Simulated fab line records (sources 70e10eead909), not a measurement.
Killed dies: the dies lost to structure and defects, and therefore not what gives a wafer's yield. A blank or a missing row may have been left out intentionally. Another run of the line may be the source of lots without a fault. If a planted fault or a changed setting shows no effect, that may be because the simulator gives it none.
Problem report, 8D (eight disciplines) form, completed by code + flow nand harc + the parts of the form that need people (team, actions taken, sign-off) are left out

1. WHAT WENT WRONG
Wafers without a fault read 80.0 nm, standard deviation 0.57; cd nm at NHARC_A_M0_CD_MEAS_09 reads a mean of 76.5 nm on 6 wafers belonging to 2 lots. That puts it -6.1 standard deviations away from the usual mean.
The step: target cd 80 nm.
Earliest sighting: wafer L193.1 on cd sem-01 at day 30 11:44. The record has a number at this step for 39 wafers belonging to 13 lots. Rule for "out", or "out of limits": more than 4 standard deviations from the usual mean. All remaining wafers that have a number are taken as sound.

2. WHAT IT IS, WHAT IT ISN'T
| question                    | is                     | is not                                                                    |
|-----------------------------|------------------------|---------------------------------------------------------------------------|
| which readings at this step | cd nm                  | -                                                                         |
| which lots                  | L193, L194             | L174, L175, L177, L178, L179, L180, L181, L183, L184, L195, L196          |
| which wafers of those lots  | all that have a number | -                                                                         |
| read on which gauges        | cd sem-01, cd sem-02   | cd sem-03                                                                 |
| when                        | from day 30 11:44      | up to then (27 sound wafers); but 6 sound wafers of L195, L196 came after |

3. THE SUSPECTS, EACH WITH WHAT RULES IT OUT
Counting: a tool at a process step up to the reading stays a suspect if it ran every lot that is out and no sound lot after the first of them.
- the gauge at NHARC_A_M0_CD_MEAS_09 is ruled out. Those wafers that are out were read across 2 gauges (cd sem-01, cd sem-02).
- litho track-04 at NHARC_A_M0_DEVELOP_08 (develop time 35 s): kept. All lots that are out passed through it, beginning with L193 at day 30 11:00, and no sound lot followed; its final sound lot before that point was L183 at day 26 11:00.
Remaining after the count: litho track-04 at NHARC_A_M0_DEVELOP_08.

4. THE CAUSE (what the simulator had put in)
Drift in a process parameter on litho track-04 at NHARC_A_M0_DEVELOP_08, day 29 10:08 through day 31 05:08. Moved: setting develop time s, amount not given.
Counting left only this tool.

5. THE EFFECT CHAIN, in route order
Each row: a reading whose mean over the struck wafers that have a number lies more than 3 standard deviations from the usual. Readings are gone through only where the record gives a usual standard deviation; hours: the median, over the lots, of the time from a lot's start at the first step in this table giving one to that lot's start at this step; sigmas: the change measured in usual standard deviations.
| hours | step                  | reading | usual   | on struck wafers | change | sigmas |
|-------|-----------------------|---------|---------|------------------|--------|--------|
| 0     | NHARC_A_M0_CD_MEAS_09 | cd nm   | 80.0 nm | 76.5             | -3.5   | -6.1   |
Later measuring or inspecting steps at which every struck wafer that the step has a row for has a number for every such reading, and none has moved that far: NHARC_END_SORT_01.

6. WHAT WOULD HAVE CAUGHT IT SOONER
Counted from the fault's start at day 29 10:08, it took 26 hours until the first out-of-limits reading at a measuring or inspecting step in this record, taken at day 30 11:44.
Lots out: 2; of these, L194 started NHARC_A_M0_DEVELOP_08 on litho track-04 after day 30 11:44. It would have been spared by a hold on the tool at that moment.
